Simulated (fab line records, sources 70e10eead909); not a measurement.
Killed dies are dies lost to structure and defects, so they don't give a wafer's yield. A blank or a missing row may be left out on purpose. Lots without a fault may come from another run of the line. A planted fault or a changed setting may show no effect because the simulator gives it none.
Chamber matching | flow nand_harc | NHARC_A_CHANNEL_HOLE_D1_ETCH_38 on rie_diel-10: 4 sister chambers
The step etches the open film in CF4, target depth 39 nm, time 65 s. 8 wafers are shown with their chamber, then 8 later ones without.

WAFERS WITH THEIR CHAMBER
wafer  | chamber | showerhead_plenum_p_Torr (Torr) | drypump_motor_current_A (A)
L347.3 | 0       | 1.72                            | 5.5
L350.4 | 0       | 1.72                            | 5.5
L351.2 | 3       | 1.83                            | 6.2
L351.6 | 2       | 1.79                            | 5.6
L352.1 | 1       | 1.80                            | 5.6
L352.2 | 3       | 1.83                            | 6.1
L352.4 | 2       | 1.78                            | 5.6
L354.1 | 1       | 1.80                            | 5.6

WAFERS WITHOUT THEIR CHAMBER
wafer  | showerhead_plenum_p_Torr (Torr) | drypump_motor_current_A (A)
L354.5 | 1.72                            | 5.6
L354.6 | 1.78                            | 5.6
L357.3 | 1.72                            | 5.5
L357.4 | 1.80                            | 5.6
L357.5 | 1.72                            | 5.5
L365.2 | 1.78                            | 5.6
L365.4 | 1.72                            | 5.5
L365.5 | 1.78                            | 5.6

WHICH CHAMBER EACH WENT THROUGH
wafer  | from the rows above | in truth
L354.5 | 0                   | 0
L354.6 | 2                   | 2
L357.3 | 0                   | 0
L357.4 | 1                   | 1
L357.5 | 0                   | 0
L365.2 | 2                   | 2
L365.4 | 0                   | 0
L365.5 | 2                   | 2
Placed correctly: 8 of 8. Can't be placed from these rows: 0. Placed wrongly: 0.
How it was worked out, from the rows above alone: a wafer's distance from a chamber is the root of the sum, over the readings, of the square of ((its reading less the chamber's mean) divided by the reading's scatter). The wafer belongs to the nearest chamber; if the next one is less than 2 further off, it can't be placed. A chamber's mean is the mean of its shown wafers. The scatter: the root of (the sum of the squares of (reading less its chamber's mean) over the shown wafers, divided by (wafers less chambers)).
